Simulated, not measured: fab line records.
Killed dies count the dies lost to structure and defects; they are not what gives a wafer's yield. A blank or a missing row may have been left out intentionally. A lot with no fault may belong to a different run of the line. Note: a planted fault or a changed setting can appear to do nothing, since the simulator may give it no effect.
A struck lot beside a sound one ; flow n5_finfet ; 16 out of 1938 route steps
Sound: the wafers L797.1, L797.4, L797.5. Struck: wafer L803.3 (left out: L803.1, L803.2 of the same lot, which were not struck); the cause appears at the end.
Each step with rows lists, per side, the tool, then ch with its chambers, then its first start. Under that, the readings that differ: sound wafers ; struck wafers ; difference of the means ; sigmas: that difference in standard deviations of wafers without a fault.
alike: words and numbers the same on both sides, and readings whose means are apart by under 2 such deviations; not compared: readings that were withheld, readings missing a value for some wafer, numbers with overlapping values and no deviation given by the record, and bounds like >300 which may hide the same value.
Wherever a step has rows on one side only, a row that says differs or no value, or a row with sigmas, the two part there. When numbers do not overlap yet have no deviation, they are printed without sigmas and do not part them. Lack of a reading on every wafer of one side parts them only where that side has two or more wafers.

first, 8 steps without rows for these wafers: N5_SDB_COAT_03 (time 60 s, resist thk 100 nm); N5_SDB_COAT_04 (time 60 s, resist thk 18 nm); N5_SDB_COAT_05 (resist thk 90 nm); N5_SDB_EBR_07; N5_SDB_SOFTBAKE_06 (time 60 s); N5_SDB_EXPOSE_08 (exposes mask SDB); N5_SDB_PEB_09 (peb time 60 s); N5_SDB_DEVELOP_10 (develop time 30 s).
N5_SDB_CD_MEAS_11: target cd 50 nm.
  sound on cd_sem-02 ch 0, day 6 14:44; struck on cd_sem-01 ch 0, day 8 02:20
  alike: cd_nm
N5_SDB_OVL_MEAS_12:
  sound on overlay-02 ch 0, day 6 14:46; struck on overlay-02 ch 0, day 8 02:22
  alike: SDB_OVL
N5_SDB_INSPECT_13: inspects for defects (brightfield).
  sound on defect_inspect-02, day 6 14:47; struck on defect_inspect-01, day 8 02:23
  alike: raw_defect_count
N5_SDB_DESCUM_16: chemistry O2, time 7.9 s.
  sound on rie_diel-05 ch 0,3, day 6 14:49; struck on rie_diel-05 ch 3, day 8 02:25
  alike: bias_power_w, chamber_pressure_mTorr, drypump_motor_current_A, oes_product_au, rf_vpp_V, showerhead_plenum_p_Torr, throttle_valve_pct
  not compared: rf_hours_counter_h
N5_SDB_ETCH_17: etches SiARC in CF4, target depth 23.4 nm, time 39 s.
  sound on rie_diel-05 ch 0,3, day 6 14:52; struck on rie_diel-05 ch 3, day 8 02:27
reading;sound;struck;difference;sigmas
etch_rf_on_time_s (s);39.9 40.6 40.7;46.4;+6.0;+5
  alike: chamber_pressure_mTorr, drypump_motor_current_A, oes_product_au, rf_vpp_V, showerhead_plenum_p_Torr, throttle_valve_pct
  not compared: rf_hours_counter_h
N5_SDB_ETCH_18: etches SOC in N2/H2, target depth 100 nm, overetch 20 nm, time 150 s.
  sound on rie_diel-05 ch 0,3, day 6 14:53; struck on rie_diel-05 ch 3, day 8 02:29
  alike: chamber_pressure_mTorr, drypump_motor_current_A, oes_product_au, rf_vpp_V, showerhead_plenum_p_Torr, throttle_valve_pct
  not compared: rf_hours_counter_h
-- the record jumps here: 5 days lie between the struck wafers' starts before and after (it left off in module SDB and takes up again in module BEOL_M4, whose first step shown is number 1111 of the route) --
N5_BEOL_M4_RC_MEAS_101:
  sound on prober-01 ch 0, day 11 00:50; struck on prober-01 ch 0, day 12 21:42
  alike: DIBL_N, DIBL_P, IOFF_N, IOFF_P, ION_N, ION_P, SS_N, SS_P, VT_N, VT_P
N5_PASSIVATION_PROBE_49:
  rows exist in the record for the sound wafers here (prober-01, day 15 06:24), none for the struck ones

## WHERE THEY PART
First at N5_SDB_ETCH_17; last, within this record, at N5_PASSIVATION_PROBE_49.

WHY: whatever the simulator had introduced
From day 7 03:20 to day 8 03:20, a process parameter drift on rie_diel-05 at N5_SDB_ETCH_17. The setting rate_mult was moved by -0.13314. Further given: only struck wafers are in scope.
